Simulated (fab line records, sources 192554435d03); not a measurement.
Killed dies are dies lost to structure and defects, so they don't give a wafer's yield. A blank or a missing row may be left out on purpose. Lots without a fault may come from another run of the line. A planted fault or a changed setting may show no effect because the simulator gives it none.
Which tool did it? | flow n5_finfet | 12 lots, 36 wafers sampled, at 5 steps of a route of 1938

WHAT THE GAUGES READ, wafer by wafer
N5_MOL_CONTACT_COAG_INSPECT_97: inspects for defects (darkfield).
lot  | measured     | on                | raw_defect_count
L075 | day 5 12:37  | defect_inspect-01 | 27 73 18
L077 | day 6 06:13  | defect_inspect-01 | 54 30 34
L079 | day 6 19:57  | defect_inspect-02 | 86 50 62
L081 | day 7 10:22  | defect_inspect-01 | 47 60 61
L083 | day 7 16:46  | defect_inspect-02 | 61 61 45
L085 | day 8 01:28  | defect_inspect-01 | 61 42 49
L087 | day 8 14:22  | defect_inspect-01 | 55 32 25
L089 | day 9 01:12  | defect_inspect-02 | 73 67 75
L091 | day 9 12:44  | defect_inspect-02 | 41 44 39
L093 | day 10 01:44 | defect_inspect-01 | 16 62 23
L095 | day 10 17:20 | defect_inspect-02 | 25 47 25
L097 | day 11 05:59 | defect_inspect-02 | 32 71 37

WHICH TOOL RAN EACH LOT (tool, then ch and the chambers of the sampled wafers, then the start)
lot  | N5_MOL_CONTACT_COAG_PRE_CLEAN_142 | N5_MOL_CONTACT_COAG_ETCHBACK_132  | N5_MOL_CONTACT_COAG_VIA_ETCH_46   | N5_MOL_CONTACT_COAG_ETCH_66
L075 | pvd_sputter-01, day 5 01:42       | rie_diel-01 ch 0,1,2, day 5 06:49 | rie_diel-01 ch 0,1,2, day 5 06:59 | rie_diel-05 ch 0,2,3, day 5 07:56
L077 | pvd_sputter-02, day 5 19:44       | rie_diel-05 ch 0,1,2, day 6 00:29 | rie_diel-05 ch 0,1,2, day 6 00:39 | rie_diel-05 ch 0,1,3, day 6 01:29
L079 | pvd_sputter-02, day 6 09:13       | rie_diel-05 ch 1,2,3, day 6 14:03 | rie_diel-05 ch 1,2,3, day 6 14:13 | rie_diel-04 ch 1,2, day 6 15:02
L081 | pvd_sputter-01, day 6 23:07       | rie_diel-04 ch 0,2,3, day 7 04:28 | rie_diel-04 ch 0,2,3, day 7 04:37 | rie_diel-05 ch 0,1,2, day 7 05:27
L083 | pvd_sputter-03, day 7 06:23       | rie_diel-04 ch 0,1,2, day 7 10:47 | rie_diel-04 ch 0,1,2, day 7 10:57 | rie_diel-01 ch 0,2,3, day 7 11:54
L085 | pvd_sputter-01, day 7 14:22       | rie_diel-01 ch 0,1,3, day 7 19:31 | rie_diel-01 ch 0,1,3, day 7 19:40 | rie_diel-04 ch 0,1,3, day 7 20:51
L087 | pvd_sputter-02, day 8 03:36       | rie_diel-01 ch 0,1,2, day 8 08:44 | rie_diel-01 ch 0,1,2, day 8 08:54 | rie_diel-04 ch 0,1,3, day 8 09:46
L089 | pvd_sputter-02, day 8 14:17       | rie_diel-01 ch 0,1,3, day 8 18:52 | rie_diel-01 ch 0,1,3, day 8 19:01 | rie_diel-04 ch 0,2,3, day 8 19:59
L091 | pvd_sputter-03, day 9 02:26       | rie_diel-04 ch 0,1,3, day 9 06:50 | rie_diel-04 ch 0,1,3, day 9 07:00 | rie_diel-05 ch 0,1,2, day 9 07:58
L093 | pvd_sputter-01, day 9 14:37       | rie_diel-05 ch 1,2, day 9 19:06   | rie_diel-05 ch 1,2, day 9 19:15   | rie_diel-01 ch 2,3, day 9 20:13
L095 | pvd_sputter-03, day 10 04:41      | rie_diel-04 ch 0,2, day 10 10:10  | rie_diel-04 ch 0,2, day 10 10:19  | rie_diel-05 ch 1,2,3, day 10 11:20
L097 | pvd_sputter-02, day 10 18:47      | rie_diel-01 ch 0,1, day 10 23:45  | rie_diel-01 ch 0,1, day 10 23:55  | rie_diel-04 ch 0,2,3, day 11 01:04
- N5_MOL_CONTACT_COAG_PRE_CLEAN_142: time 60 s.
- N5_MOL_CONTACT_COAG_ETCHBACK_132: etches SiO2 in CHF3, target depth 10 nm, time 6.7 s.
- N5_MOL_CONTACT_COAG_VIA_ETCH_46: etches SiO2 in C4F6/O2, target depth 46 nm, overetch 9.2 nm, time 40 s.
- N5_MOL_CONTACT_COAG_ETCH_66: etches SiARC in CF4, target depth 13 nm, time 21.7 s.

THE ANSWER, worked out from the rows above alone
Rule: what is usual is taken from the lots themselves. Put in order of their means at a reading, lots are off if they are a third of the lots or fewer, leave a main group of 4 or more, and stand apart from it by a gap of 3 or more times the standard deviation of the main group's means; of several such gaps the widest counts. A main group whose means are all the same, to the digits that the tables above print for the reading, isn't used. A lot without any number at a reading at which 4 lots or more have one is off too. The other lots that the step has rows for count as sound.
No lot is off at any reading shown: from this, nothing can be told.

WHAT THE SIMULATOR HAD PUT IN
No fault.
